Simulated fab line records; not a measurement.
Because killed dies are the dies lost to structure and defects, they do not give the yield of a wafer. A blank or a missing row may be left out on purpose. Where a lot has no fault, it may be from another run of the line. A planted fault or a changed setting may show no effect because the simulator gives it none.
Chamber matching    flow n5Finfet    N5_BEOL_M0_CUTY_ETCH_62 on rieDiel-04: 4 sister chambers
The step etches SiARC in CF4, time 58.5 s. 4 wafers are shown with their chamber, then 7 later ones without.

WAFERS WITH THEIR CHAMBER
wafer   chamber  throttleValvePct (%)
L090.1  2        15.95
L090.3  3        15.79
L092.1  0        15.65
L092.4  1        15.41

WAFERS WHOSE CHAMBER IS MISSING
wafer   throttleValvePct (%)
L092.6  15.94
L093.1  15.82
L093.3  15.41
L093.5  15.65
L097.2  15.45
L097.3  15.66
L097.6  15.83

CHAMBER TAKEN BY EACH
wafer   from the rows above  in truth
L092.6  2                    2
L093.1  3                    3
L093.3  1                    1
L093.5  0                    0
L097.2  1                    1
L097.3  0                    0
L097.6  3                    3
7 of 7 placed correctly. From these rows, 0 cannot be placed. Placed wrongly: 0.
How it was worked out, from the rows above alone: a wafer's distance from a chamber is the root of the sum, over the readings, of the square of ((its reading less the chamber's mean) divided by the reading's scatter). The wafer belongs to the nearest chamber; if the next one is less than 2 further off, it can't be placed. Each chamber's mean is taken over the wafers shown for it. The scatter: root of mean squared gap, hidden wafer to nearest shown wafer, with one shown wafer a chamber.
